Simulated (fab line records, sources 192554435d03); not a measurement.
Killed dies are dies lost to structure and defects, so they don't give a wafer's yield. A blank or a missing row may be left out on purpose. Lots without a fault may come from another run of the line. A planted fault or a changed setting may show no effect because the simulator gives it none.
fab line records | flow n5_finfet
record lots=7 wafers=39
route steps=1938 shown ZERO_LAYER@16 SD_EPI_N@275 ILD0@342 MOL_CONTACT_COAG@608 BEOL_M0_SAQP@695 BEOL_M2@920 BEOL_M4@1064 BEOL_M5@1160 BEOL_M7@1329 BEOL_M9@1440 BEOL_M13@1659 PASSIVATION@1936
start_h: hours from the record's first day to the start of the lot's first wafer shown | wait_h: hours since the lot's step before | " the same as in the row above | L1.1+2: a row that stands for several wafers | - no value, or no start given | * or withheld: withheld | < > ~ a bound
route shown NAME@n: a module of which the file shows steps, and the number in the route of the first | usual: mean/standard deviation of fault-free wafers | same: alike in all rows | chamber/n: place in a boat | sites: the reading at each site | _std_site: their standard deviation | _edge_site: outer sites' mean less inner sites' | radius_mm: how far each site lies from the wafer's centre | mask NAME#n: copy n | behind: the tool/chamber that last shaped the wafer | hold: why the lot was held/for how many hours/how that ended | device: the transistor (n, p or np) that didn't switch | end of line: the same wafers' tests at the end of the route | a step without rows: its recipe alone | killed: dies lost to structure and defects at the first sort, not the wafer's yield | map: a wafer's dies, x killed, . not, _ none there
set.NAME: the setting as run; set.NAME@STEP: as run at that earlier step | model.NAME: the simulator's own value behind a step, which no gauge read
lots whose settings were changed on purpose; a table a step, a row a wafer
## steps
# step N5_ZERO_LAYER_ETCH_18
# recipe chemistry=HBr/Cl2 target=Si target_depth_a=1200 time_s=40 pressure_mtorr=10 icp_w=800 bias_w=75 HBr_flow_sccm=150 Cl2_flow_sccm=80
# step N5_SD_EPI_N_ETCH_35
# recipe chemistry=N2/H2 target=SOC overetch_a=1080 mask_material=SiARC temp_c=40 ion_energy_ev=100 source_w=3000 bias_w=133 pressure_mtorr=20 time_s=486 n2_flow_sccm=200 h2_flow_sccm=200
# step N5_ILD0_PRECLEAN_10
# recipe chemistry=NF3:NH3 afs_cycles=5 time_s=20 temp_c=30 sublimation_temp_c=180 sublimation_time_s=60 pressure_torr=3 rf_power_w=30
# step N5_MOL_CONTACT_COAG_ALD_133
# recipe material=SiO2 target_thk_a=50 temp_c=100 ald_precursor_family=BDEAS ald_co_reactant=O2-plasma pulse_time_s=1 co_reactant_pulse_time_s=1 purge_time_s=2 co_reactant_purge_time_s=2 ald_cycles=35 pressure_torr=2
# step N5_BEOL_M0_SAQP_CUT_ETCH_46
# recipe chemistry=N2/H2 target=SOC target_depth_a=1350 overetch_a=270 temp_c=40 time_s=202.5 ion_energy_ev=200 mask_material=SiARC pressure_mtorr=30 source_w=840 bias_w=150 n2_flow_sccm=200 h2_flow_sccm=200
# step N5_BEOL_M2_SPUTTER_96
# recipe material=Cu target_thk_a=45 temp_c=-20 chamber_pressure_pa=0.07 power_w=withheld time_s=8.29
# step N5_BEOL_M4_ETCH_70
# recipe chemistry=N2/H2 target=SOC target_depth_a=800 overetch_a=240 mask_material=SiARC temp_c=40 time_s=130 ion_energy_ev=200 pressure_mtorr=30 source_w=840 bias_w=150 n2_flow_sccm=200 h2_flow_sccm=200
# step N5_BEOL_M5_TRENCH_ETCH_37
# recipe chemistry=C4F6/O2 target_depth_a=716.52 target=SiCOH_lowk time_s=24.7 ion_energy_ev=250 pressure_mtorr=30 source_w=345 bias_w=185 Ar_flow_sccm=300 C4F6_flow_sccm=10 O2_flow_sccm=10
# step N5_BEOL_M7_DEP_56
# recipe material=SiCN target_thk_a=100 temp_c=withheld precursor=3MS/NH3 pressure_torr=3 rf_w=202 time_s=17.5
# step N5_BEOL_M9_ETCH_66
# recipe chemistry=N2/H2 target=SOC target_depth_a=800 overetch_a=160 mask_material=SiARC temp_c=40 time_s=120 ion_energy_ev=200 pressure_mtorr=30 source_w=840 bias_w=150 n2_flow_sccm=200 h2_flow_sccm=200
# step N5_BEOL_M13_ILD_DEP_00
# recipe material=SiOC target_thk_a=8379.2 temp_c=350 precursor=DEMS/O2 pressure_torr=5 rf_w=500 time_s=166.4
# step N5_BEOL_M13_TRENCH_ETCH_34
# recipe chemistry=C4F8/O2/Ar target=SiOC target_depth_a=4134.7 mask_material=SOC pressure_mtorr=30 source_w=3000 bias_w=700 Ar_flow_sccm=400 C4F8_flow_sccm=15 O2_flow_sccm=8 he_inner_torr=15 he_outer_torr=30 time_s=162.6 ion_energy_ev=250
# step N5_PASSIVATION_PROBE_49
# usual killed_at_front_end=40/14
# columns lot.wafer tool chamber start_h wait_h set.target_depth_a@ZERO_LAYER_ETCH_18 set.time_s@SD_EPI_N_ETCH_35 set.time_s@ILD0_PRECLEAN_10 set.ald_cycles@MOL_CONTACT_COAG_ALD_133 set.target_depth_a@BEOL_M0_SAQP_CUT_ETCH_46 set.time_s@BEOL_M2_SPUTTER_96 set.time_s@BEOL_M4_ETCH_70 set.time_s@BEOL_M5_TRENCH_ETCH_37 set.target_thk_a@BEOL_M7_DEP_56 set.time_s@BEOL_M9_ETCH_66 set.target_thk_a@BEOL_M13_ILD_DEP_00 set.target_depth_a@BEOL_M13_TRENCH_ETCH_34 killed_at_front_end
L077.1 prober-02 - 290.42 0.0 1200 235.4 27.38 35 1350 8.29 130 13.25 128.3 120 8379.2 4134.7 1116
L077.2 prober-02 - 290.47 0.1 1594 235.4 20 43 886.4 8.29 130 24.7 100 120 8379.2 4134.7 1119
L077.3 prober-02 - 290.52 0.1 1200 486 27.38 43 886.4 8.29 53.44 24.7 128.3 184.9 8379.2 4134.7 1139
L077.4 prober-02 - 290.57 0.2 1594 486 27.38 35 1350 8.29 53.44 24.7 100 184.9 8379.2 4134.7 1103
L077.5 prober-02 - 290.62 0.2 1594 486 20 43 1350 8.29 130 13.25 100 184.9 8379.2 4134.7 1119
L077.6 prober-02 - 290.67 0.3 1200 235.4 20 35 886.4 8.29 53.44 13.25 128.3 120 8379.2 4134.7 1117
L079.1 prober-02 - 308.45 0.0 1200 486 30.15 35 1350 8.29 194 24.7 61.27 120 8379.2 2694 34
L079.2 prober-02 - 308.50 0.1 1648 486 30.15 35 1033 8.29 130 24.7 100 120 8379.2 4134.7 38
L079.3 prober-02 - 308.55 0.1 1200 486 20 43 1033 13.06 194 24.7 100 120 4879 4134.7 1108
L079.4 prober-02 - 308.60 0.2 1200 256.1 30.15 43 1350 13.06 130 24.7 100 120 8379.2 2694 1137
L079.5 prober-02 - 308.65 0.2 1648 256.1 20 43 1350 8.29 130 24.7 61.27 120 4879 4134.7 1133
L079.6 prober-02 - 308.70 0.3 1648 256.1 20 35 1033 13.06 194 24.7 61.27 120 4879 2694 1124
L082.1 prober-02 - 313.51 0.0 1200 486 15.1 19 1712 8.29 109.7 24.7 48.04 120 8379.2 4134.7 30
L082.2 prober-02 - 313.56 0.1 1506 486 20 19 1350 8.29 109.7 24.7 48.04 138.6 4704 4134.7 51
L082.3 prober-02 - 313.61 0.1 1506 486 15.1 19 1712 12.32 130 24.7 100 120 8379.2 4134.7 46
L082.4 prober-02 - 313.66 0.2 1200 486 15.1 35 1350 12.32 130 24.7 48.04 138.6 4704 4134.7 40
L082.5 prober-02 - 313.71 0.2 1506 486 20 35 1712 12.32 109.7 24.7 100 138.6 8379.2 4134.7 51
L082.6 prober-02 - 313.76 0.3 1200 486 20 35 1350 8.29 130 24.7 100 120 4704 4134.7 74
L083.1 prober-02 - 327.60 0.0 1200 486 16.65 35 1350 8.29 130 24.7 158.6 120 8379.2 3224 46
L083.2 prober-02 - 327.65 0.1 1200 486 20 35 1350 8.29 130 24.7 100 120 8379.2 4134.7 34
L083.3 prober-02 - 327.70 0.1 1200 323.2 16.65 35 1350 8.29 130 32.2 100 120 8379.2 4134.7 1132
L083.4 prober-02 - 327.75 0.2 1200 323.2 16.65 35 1350 8.29 130 24.7 158.6 120 3748 3224 1114
L083.5 prober-02 - 327.80 0.2 1200 486 20 35 1350 8.29 130 32.2 158.6 120 3748 4134.7 42
L083.6 prober-02 - 327.85 0.3 1200 323.2 20 35 1350 8.29 130 32.2 100 120 3748 3224 1123
L087.1 prober-02 - 367.88 0.0 1200 486 20 35 1350 8.29 185.4 24.7 100 120 10260 4134.7 29
L087.2 prober-02 - 367.93 0.1 1200 486 20 35 1350 8.29 130 24.7 100 120 8379.2 4134.7 61
L087.3 prober-02 - 367.98 0.1 1200 486 20 35 1350 8.29 130 24.7 100 120 8379.2 4134.7 27
L087.4 prober-02 - 368.03 0.2 1200 486 20 35 1350 8.29 130 24.7 100 120 10260 4134.7 30
L087.5 prober-02 - 368.08 0.2 1200 486 20 35 1350 8.29 185.4 24.7 100 120 8379.2 4134.7 35
L087.6 prober-02 - 368.13 0.3 1200 486 20 35 1350 8.29 185.4 24.7 100 120 10260 4134.7 24
L089.1 prober-01 - 369.98 0.0 1200 486 27.44 35 1350 8.29 66.14 32.87 100 120 12280 4134.7 33
L089.2 prober-01 - 370.03 0.1 656.3 486 20 47 1847 8.29 66.14 24.7 100 120 12280 4134.7 17
L089.3 prober-01 - 370.08 0.1 656.3 486 27.44 47 1350 8.29 130 32.87 100 120 12280 4134.7 27
L089.4 prober-01 - 370.13 0.2 1200 486 20 47 1350 8.29 130 24.7 100 120 8379.2 4134.7 34
L089.5 prober-01 - 370.18 0.2 656.3 486 20 35 1847 8.29 66.14 32.87 100 120 8379.2 4134.7 30
L089.6 prober-01 - 370.23 0.3 1200 486 27.44 35 1847 8.29 130 24.7 100 120 8379.2 4134.7 32
L097.2 prober-02 - 413.85 0.1 1200 486 20 35 1350 8.29 130 24.7 100 120 8379.2 4134.7 31
L097.4 prober-02 - 413.95 0.2 1200 486 20 35 1350 8.29 130 24.7 100 120 8379.2 4134.7 47
L097.5 prober-02 - 414.00 0.2 1200 486 20 35 1350 8.29 130 24.7 100 120 8379.2 4134.7 49
# killed by level:class
L077.1 SD_EPI_N:area_etch=1076 FIN_SAQP:geometric_particle:open=15 BEOL_M0_SAQP:geometric_particle:short=11 MOL_CONTACT_COAG:geometric_particle:open=8 BEOL_M0_SAQP:geometric_particle:open=8 BEOL_M2:geometric_particle:open=8 FIN_SAQP:geometric_particle:short=7 STI_FIN_REVEAL:geometric_particle:open=5
L077.2 SD_EPI_N:area_etch=1069 FIN_SAQP:geometric_particle:short=12 BEOL_M0_SAQP:geometric_particle:short=10 GATE_CUT:geometric_particle:short=9 DUMMY_GATE:geometric_particle:open=8 FIN_SAQP:geometric_particle:open=7 BEOL_M1:geometric_particle:open=7 BEOL_M3:geometric_particle:open=7
L077.3 SD_EPI_N:area_etchback=1107 FIN_SAQP:geometric_particle:short=8 BEOL_M4:geometric_particle:open=8 BEOL_M3:geometric_particle:open=6 BEOL_M2:geometric_particle:open=5 FIN_SAQP:geometric_particle:open=4 BEOL_M3:geometric_particle:short=4 STARTING-WAFER:geometric_particle:short=4
L077.4 SD_EPI_N:area_etchback=1063 BEOL_M0_SAQP:geometric_particle:open=15 BEOL_M4:geometric_particle:open=13 BEOL_M1:geometric_particle:open=11 BEOL_M0_SAQP:geometric_particle:short=11 DUMMY_GATE:geometric_particle:open=9 STI_FIN_REVEAL:geometric_particle:open=8 FIN_SAQP:geometric_particle:short=5
L077.5 SD_EPI_N:area_etchback=1076 FIN_SAQP:geometric_particle:open=11 STI_FIN_REVEAL:geometric_particle:open=11 MOL_CONTACT_COAG:geometric_particle:open=10 BEOL_M4:geometric_particle:open=8 FIN_SAQP:geometric_particle:short=7 BEOL_M0_SAQP:geometric_particle:short=6 BEOL_M2:geometric_particle:open=6
L077.6 SD_EPI_N:area_etch=1071 STI_FIN_REVEAL:geometric_particle:open=10 BEOL_M0_SAQP:geometric_particle:open=10 FIN_SAQP:geometric_particle:open=9 BEOL_M0_SAQP:geometric_particle:short=8 BEOL_M2:geometric_particle:open=7 BEOL_M4:geometric_particle:open=7 STARTING-WAFER:geometric_particle:short=7
L079.1 MOL_CONTACT_COAG:geometric_particle:open=12 BEOL_M1:geometric_particle:open=9 BEOL_M4:geometric_particle:open=8 DUMMY_GATE:geometric_particle:open=7 BEOL_M13:area_ecd=7 STI_FIN_REVEAL:geometric_particle:open=6 FIN_SAQP:geometric_particle:open=4 FIN_SAQP:geometric_particle:short=4
L079.2 MOL_CONTACT_COAG:geometric_particle:open=20 FIN_SAQP:geometric_particle:open=14 FIN_SAQP:geometric_particle:short=11 BEOL_M1:geometric_particle:open=11 BEOL_M1:geometric_particle:short=7 BEOL_M4:geometric_particle:open=6 BEOL_M3:geometric_particle:open=5 MOL_CONTACT_COAG:geometric_particle:short=4
L079.3 FIN_CUT:area_etch=1075 BEOL_M1:geometric_particle:open=14 BEOL_M4:geometric_particle:open=11 MOL_CONTACT_COAG:geometric_particle:open=10 STI_FIN_REVEAL:geometric_particle:open=8 FIN_SAQP:geometric_particle:open=7 BEOL_M2:geometric_particle:open=6 BEOL_M1:geometric_particle:short=6
L079.4 FIN_CUT:area_etch=935 SD_EPI_N:area_etch=165 MOL_CONTACT_COAG:geometric_particle:open=12 FIN_SAQP:geometric_particle:open=10 DUMMY_GATE:geometric_particle:open=8 BEOL_M1:geometric_particle:open=5 FIN_SAQP:geometric_particle:short=4 BEOL_M2:geometric_particle:open=4
L079.5 SD_EPI_N:area_etch=1102 BEOL_M1:geometric_particle:open=8 DUMMY_GATE:geometric_particle:short=7 STARTING-WAFER:geometric_particle:open=7 DUMMY_GATE:geometric_particle:open=6 MOL_CONTACT_COAG:geometric_particle:open=5 BEOL_M0:geometric_particle:open=4 BEOL_M3:geometric_particle:open=4
L079.6 FIN_CUT:area_etch=1056 SD_EPI_N:area_etch=36 BEOL_M1:geometric_particle:open=11 FIN_SAQP:geometric_particle:open=8 DUMMY_GATE:geometric_particle:open=6 MOL_CONTACT_COAG:geometric_particle:open=6 BEOL_M0_SAQP:geometric_particle:open=5 BEOL_M1:geometric_particle:short=5
L082.1 MOL_CONTACT_COAG:area_ald=1110 MOL_CONTACT_COAG:geometric_particle:open=7 FIN_SAQP:geometric_particle:short=5 FIN_SAQP:geometric_particle:open=5 STARTING-WAFER:geometric_particle:open=4 BEOL_M0:geometric_particle:open=4 BEOL_M1:geometric_particle:open=4 BEOL_M7:geometric_particle:open=4
L082.2 MOL_CONTACT_COAG:area_ald=1074 BEOL_M0_SAQP:geometric_particle:open=14 STI_FIN_REVEAL:geometric_particle:open=12 FIN_SAQP:geometric_particle:open=10 BEOL_M0_SAQP:geometric_particle:short=10 FIN_SAQP:geometric_particle:short=8 GATE_CUT:geometric_particle:short=8 BEOL_M3:geometric_particle:open=7
L082.3 MOL_CONTACT_COAG:area_ald=1061 MOL_CONTACT_COAG:geometric_particle:open=11 BEOL_M1:geometric_particle:open=10 GATE_CUT:geometric_particle:short=9 BEOL_M2:geometric_particle:open=8 FIN_SAQP:geometric_particle:open=6 STI_FIN_REVEAL:geometric_particle:open=6 GATE_CUT:geometric_particle:open=6
L082.4 BEOL_M1:geometric_particle:open=10 MOL_CONTACT_COAG:geometric_particle:open=10 HKMG_FIN:area_etch=8 BEOL_M0_SAQP:geometric_particle:open=7 FIN_SAQP:geometric_particle:open=6 STI_FIN_REVEAL:geometric_particle:open=6 BEOL_M0_SAQP:geometric_particle:short=6 FIN_SAQP:geometric_particle:short=5
L082.5 FIN_SAQP:geometric_particle:open=12 HKMG_FIN:area_etch=11 MOL_CONTACT_COAG:geometric_particle:open=9 BEOL_M1:geometric_particle:open=9 BEOL_M3:geometric_particle:open=8 STI_FIN_REVEAL:geometric_particle:open=7 FIN_SAQP:geometric_particle:short=6 MOL_CONTACT_COAG:geometric_particle:short=5
L082.6 FIN_SAQP:geometric_particle:open=25 STI_FIN_REVEAL:geometric_particle:open=13 FIN_SAQP:geometric_particle:short=11 MOL_CONTACT_COAG:geometric_particle:open=10 BEOL_M3:geometric_particle:open=8 BEOL_M1:geometric_particle:open=7 GATE_CUT:geometric_particle:open=6 BEOL_M0_SAQP:geometric_particle:open=6
L083.1 STI_FIN_REVEAL:geometric_particle:open=13 MOL_CONTACT_COAG:geometric_particle:open=13 BEOL_M0:geometric_particle:open=6 BEOL_M0_SAQP:geometric_particle:open=5 DUMMY_GATE:geometric_particle:open=4 GATE_CUT:geometric_particle:open=4 GATE_CUT:geometric_particle:short=4 BEOL_M0_SAQP:geometric_particle:short=4
L083.2 MOL_CONTACT_COAG:geometric_particle:open=7 FIN_SAQP:geometric_particle:short=5 STI_FIN_REVEAL:geometric_particle:open=5 DUMMY_GATE:geometric_particle:open=5 BEOL_M2:geometric_particle:open=4 FIN_SAQP:geometric_particle:open=3 GATE_CUT:geometric_particle:short=3 GATE_CUT:geometric_particle:open=3
L083.3 SD_EPI_N:area_etch=1099 MOL_CONTACT_COAG:geometric_particle:open=14 BEOL_M4:geometric_particle:open=7 FIN_SAQP:geometric_particle:short=6 BEOL_M0_SAQP:geometric_particle:short=5 STI_FIN_REVEAL:geometric_particle:open=4 ILD0:geometric_particle:short=4 MOL_CONTACT_COAG:geometric_particle:short=4
L083.4 SD_EPI_N:area_etch=1084 MOL_CONTACT_COAG:geometric_particle:open=17 BEOL_M0_SAQP:geometric_particle:short=8 BEOL_M1:geometric_particle:open=7 DUMMY_GATE:geometric_particle:open=6 STI_FIN_REVEAL:geometric_particle:open=5 BEOL_M0_SAQP:geometric_particle:open=5 STARTING-WAFER:geometric_particle:short=5
L083.5 BEOL_M13:area_dep=1093 BEOL_M0_SAQP:geometric_particle:short=9 FIN_SAQP:geometric_particle:short=8 GATE_CUT:geometric_particle:short=7 FIN_SAQP:geometric_particle:open=6 STI_FIN_REVEAL:geometric_particle:open=6 MOL_CONTACT_COAG:geometric_particle:open=6 BEOL_M4:geometric_particle:open=6
L083.6 SD_EPI_N:area_etch=1092 MOL_CONTACT_COAG:geometric_particle:open=18 STI_FIN_REVEAL:geometric_particle:open=13 BEOL_M1:geometric_particle:open=6 MOL_CONTACT_COAG:geometric_particle:short=5 FIN_SAQP:geometric_particle:short=4 STI_FIN_REVEAL:geometric_particle:short=4 BEOL_M0_SAQP:geometric_particle:short=4
L087.1 BEOL_M1:geometric_particle:open=14 BEOL_M0_SAQP:geometric_particle:open=11 BEOL_M2:geometric_particle:open=8 MOL_CONTACT_COAG:geometric_particle:open=7 BEOL_M4:geometric_particle:open=7 STI_FIN_REVEAL:geometric_particle:open=5 BEOL_M0_SAQP:geometric_particle:short=5 DUMMY_GATE:geometric_particle:open=4
L087.2 FIN_SAQP:geometric_particle:open=21 BEOL_M2:geometric_particle:open=14 FIN_SAQP:geometric_particle:short=9 MOL_CONTACT_COAG:geometric_particle:open=9 STI_FIN_REVEAL:geometric_particle:open=8 DUMMY_GATE:geometric_particle:open=8 BEOL_M0_SAQP:geometric_particle:open=8 BEOL_M0_SAQP:geometric_particle:short=7
L087.3 BEOL_M1:geometric_particle:open=17 MOL_CONTACT_COAG:geometric_particle:open=8 FIN_SAQP:geometric_particle:open=7 BEOL_M2:geometric_particle:open=6 BEOL_M4:geometric_particle:open=5 BEOL_M5:geometric_particle:open=5 FIN_SAQP:geometric_particle:short=4 BEOL_M2:geometric_particle:short=4
L087.4 BEOL_M0_SAQP:geometric_particle:open=12 BEOL_M1:geometric_particle:open=11 BEOL_M0_SAQP:geometric_particle:short=8 STI_FIN_REVEAL:geometric_particle:open=7 FIN_SAQP:geometric_particle:open=6 GATE_CUT:geometric_particle:short=6 BEOL_M2:geometric_particle:open=6 BEOL_M4:geometric_particle:open=6
L087.5 BEOL_M1:geometric_particle:open=22 STI_FIN_REVEAL:geometric_particle:open=14 BEOL_M4:geometric_particle:open=10 BEOL_M0_SAQP:geometric_particle:short=8 MOL_CONTACT_COAG:geometric_particle:open=7 BEOL_M2:geometric_particle:open=7 MOL_CONTACT_COAG:geometric_particle:short=6 BEOL_M5:geometric_particle:open=5
L087.6 BEOL_M0_SAQP:geometric_particle:short=15 BEOL_M0_SAQP:geometric_particle:open=11 MOL_CONTACT_COAG:geometric_particle:open=9 BEOL_M2:geometric_particle:open=9 FIN_SAQP:geometric_particle:open=8 BEOL_M1:geometric_particle:open=6 BEOL_M4:geometric_particle:open=5 BEOL_M5:geometric_particle:open=4
L089.1 BEOL_M4:area_etch=1067 BEOL_M0_SAQP:geometric_particle:open=15 BEOL_M1:geometric_particle:open=10 BEOL_M5:geometric_particle:open=8 FIN_SAQP:geometric_particle:short=7 MOL_CONTACT_COAG:geometric_particle:open=7 FIN_SAQP:geometric_particle:open=6 BEOL_M0_SAQP:geometric_particle:short=6
L089.2 MOL_CONTACT_COAG:area_ald=877 BEOL_M4:area_etch=203 MOL_CONTACT_COAG:geometric_particle:short=16 MOL_CONTACT_COAG:geometric_particle:open=15 BEOL_M3:geometric_particle:open=12 BEOL_M0_SAQP:geometric_particle:short=7 FIN_SAQP:geometric_particle:short=6 BEOL_M5:geometric_particle:open=6
L089.3 MOL_CONTACT_COAG:area_ald=964 MOL_CONTACT_COAG:geometric_particle:open=14 BEOL_M0_SAQP:geometric_particle:open=8 BEOL_M1:geometric_particle:open=8 BEOL_M2:geometric_particle:open=7 FIN_SAQP:geometric_particle:short=6 BEOL_M3:geometric_particle:open=6 MIM_TOP_ETCH:geometric_particle:open=6
L089.4 MOL_CONTACT_COAG:area_ald=933 BEOL_M0_SAQP:geometric_particle:open=14 MOL_CONTACT_COAG:geometric_particle:open=12 BEOL_M0_SAQP:geometric_particle:short=12 BEOL_M2:geometric_particle:open=11 FIN_SAQP:geometric_particle:short=10 BEOL_M3:geometric_particle:open=8 FIN_SAQP:geometric_particle:open=6
L089.5 BEOL_M4:area_etch=1063 MOL_CONTACT_COAG:geometric_particle:open=22 FIN_SAQP:geometric_particle:short=12 BEOL_M4:geometric_particle:open=7 STI_FIN_REVEAL:geometric_particle:open=6 BEOL_M0_SAQP:geometric_particle:open=6 BEOL_M0_SAQP:geometric_particle:short=6 FIN_SAQP:geometric_particle:open=5
L089.6 BEOL_M0_SAQP:geometric_particle:short=12 MOL_CONTACT_COAG:geometric_particle:open=11 BEOL_M0_SAQP:geometric_particle:open=10 STI_FIN_REVEAL:geometric_particle:open=8 BEOL_M1:geometric_particle:open=6 BEOL_M3:geometric_particle:open=5 BEOL_M4:geometric_particle:open=5 FIN_SAQP:geometric_particle:short=4
L097.2 MOL_CONTACT_COAG:geometric_particle:open=11 FIN_SAQP:geometric_particle:open=7 DUMMY_GATE:geometric_particle:open=7 BEOL_M5:geometric_particle:open=5 BEOL_M3:geometric_particle:open=4 BEOL_M4:geometric_particle:open=4 STARTING-WAFER:geometric_particle:open=4 BEOL_M0_SAQP:geometric_particle:short=3
L097.4 STI_FIN_REVEAL:geometric_particle:open=12 BEOL_M0_SAQP:geometric_particle:open=10 FIN_SAQP:geometric_particle:open=9 GATE_CUT:geometric_particle:short=8 BEOL_M0_SAQP:geometric_particle:short=8 DUMMY_GATE:geometric_particle:open=6 BEOL_M5:geometric_particle:open=5 BEOL_M4:geometric_particle:short=4
L097.5 FIN_SAQP:geometric_particle:open=18 MOL_CONTACT_COAG:geometric_particle:open=10 BEOL_M1:geometric_particle:short=9 DUMMY_GATE:geometric_particle:open=6 STARTING-WAFER:geometric_particle:open=6 FIN_SAQP:geometric_particle:short=5 BEOL_M1:geometric_particle:open=5 STARTING-WAFER:geometric_particle:short=5
## key
split step=N5_ZERO_LAYER_ETCH_18 setting=target_depth_a stated_as=1200
response none clear
split step=N5_SD_EPI_N_ETCH_35 setting=time_s stated_as=486
response step=N5_PASSIVATION_PROBE_49 reading=killed_at_front_end slope=-22.5 per=1% together_with=all explained=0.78
split step=N5_ILD0_PRECLEAN_10 setting=time_s stated_as=20
response none clear
split step=N5_MOL_CONTACT_COAG_ALD_133 setting=ald_cycles stated_as=35
response none clear
split step=N5_BEOL_M0_SAQP_CUT_ETCH_46 setting=target_depth_a stated_as=1350
response none clear
split step=N5_BEOL_M2_SPUTTER_96 setting=time_s stated_as=8.29
response none clear
split step=N5_BEOL_M4_ETCH_70 setting=time_s stated_as=130
response none clear
split step=N5_BEOL_M5_TRENCH_ETCH_37 setting=time_s stated_as=24.7
response none clear
split step=N5_BEOL_M7_DEP_56 setting=target_thk_a stated_as=100
response none clear
split step=N5_BEOL_M9_ETCH_66 setting=time_s stated_as=120
response none clear
split step=N5_BEOL_M13_ILD_DEP_00 setting=target_thk_a stated_as=8379.2
response none clear
split step=N5_BEOL_M13_TRENCH_ETCH_34 setting=target_depth_a stated_as=4134.7
response none clear
